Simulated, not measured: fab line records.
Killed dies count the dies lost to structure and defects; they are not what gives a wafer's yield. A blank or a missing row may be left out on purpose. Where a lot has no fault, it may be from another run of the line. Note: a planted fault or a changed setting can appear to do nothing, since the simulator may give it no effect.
Matching of chambers ; flow nand_harc ; rie_diel-11 running NHARC_A_CHANNEL_HOLE_D1_DESCUM_15: 4 sister chambers
The step chemistry O2, time 3 s. 4 wafers are shown with their chamber, then 8 later ones without.

WAFERS WITH THEIR CHAMBER
wafer;chamber;showerhead_plenum_p_Torr (Torr)
L737.3;3;2.05
L738.3;0;1.84
L739.5;1;1.79
L740.1;2;1.94

WAFERS MISSING THEIR CHAMBER
wafer;showerhead_plenum_p_Torr (Torr)
L740.2;1.84
L740.6;1.79
L749.1;2.05
L749.2;1.94
L749.4;1.79
L750.2;1.84
L750.4;1.94
L750.6;2.04

WHICH CHAMBER EACH WENT THROUGH
wafer;from the rows above;in truth
L740.2;0;0
L740.6;1;1
L749.1;3;3
L749.2;2;2
L749.4;1;1
L750.2;0;0
L750.4;2;2
L750.6;3;3
Correct placement for 8 of the 8. Left unplaced by these rows: 0. Placed wrongly: 0.
How it was worked out, from the rows above alone: a wafer's distance from a chamber is the root of the sum, over the readings, of the square of ((its reading less the chamber's mean) divided by the reading's scatter). If the next closest chamber is less than 2 further off than the closest, the wafer can't be placed; otherwise it belongs to the closest. A chamber's mean is the mean of its shown wafers. The scatter: root of mean squared gap, hidden wafer to nearest shown wafer, with one shown wafer a chamber.
